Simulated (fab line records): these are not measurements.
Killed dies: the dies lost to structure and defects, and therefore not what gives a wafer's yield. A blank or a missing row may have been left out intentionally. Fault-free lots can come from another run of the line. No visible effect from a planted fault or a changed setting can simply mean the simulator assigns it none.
Matching of chambers / flow n5 finfet / N5_MOL_CONTACT_COAG_ALD_133 on ald sin-04 has 4 sister chambers
The step deposits SiO2, target thk 5 nm, pulse time 1 s, co reactant pulse time 1 s. 8 wafers are shown with their chamber, then 7 later ones without.

EACH WAFER AND ITS CHAMBER
wafer=L075.3; chamber=0; heater power w (W)=80; precursor pulse height rel=1.002
wafer=L079.1; chamber=3; heater power w (W)=87; precursor pulse height rel=0.977
wafer=L079.2; chamber=0; heater power w (W)=81; precursor pulse height rel=1.005
wafer=L079.3; chamber=2; heater power w (W)=82; precursor pulse height rel=0.988
wafer=L080.5; chamber=2; heater power w (W)=84; precursor pulse height rel=1.008
wafer=L080.6; chamber=1; heater power w (W)=79; precursor pulse height rel=1.025
wafer=L084.2; chamber=3; heater power w (W)=85; precursor pulse height rel=1.017
wafer=L084.3; chamber=1; heater power w (W)=80; precursor pulse height rel=0.993

WAFERS WHOSE CHAMBER IS MISSING
wafer=L084.4; heater power w (W)=81; precursor pulse height rel=1.012
wafer=L091.1; heater power w (W)=80; precursor pulse height rel=1.022
wafer=L091.5; heater power w (W)=80; precursor pulse height rel=1.004
wafer=L091.6; heater power w (W)=91; precursor pulse height rel=1.014
wafer=L092.3; heater power w (W)=80; precursor pulse height rel=1.020
wafer=L092.4; heater power w (W)=83; precursor pulse height rel=0.993
wafer=L092.5; heater power w (W)=91; precursor pulse height rel=0.982

WHICH CHAMBER EACH ONE RAN IN
wafer=L084.4; from the rows above=can't be placed: 0 or 1 or 2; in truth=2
wafer=L091.1; from the rows above=can't be placed: 1 or 0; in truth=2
wafer=L091.5; from the rows above=can't be placed: 0 or 1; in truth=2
wafer=L091.6; from the rows above=3; in truth=3
wafer=L092.3; from the rows above=can't be placed: 1 or 0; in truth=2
wafer=L092.4; from the rows above=2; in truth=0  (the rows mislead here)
wafer=L092.5; from the rows above=3; in truth=3
Correctly placed: 2 of 7. Not placeable from these rows: 4 (in 1, the candidates include the true chamber). Wrongly placed: 1.
How it was worked out, from the rows above alone: a wafer's distance from a chamber is the root of the sum, over the readings, of the square of ((its reading less the chamber's mean) divided by the reading's scatter). If the next closest chamber is less than 2 further off than the closest, the wafer can't be placed; otherwise it belongs to the closest. A chamber's mean is the mean of its shown wafers. The scatter: take each reading less its chamber's mean, square it, sum over the shown wafers, divide by the number of wafers less the number of chambers, and take the root.
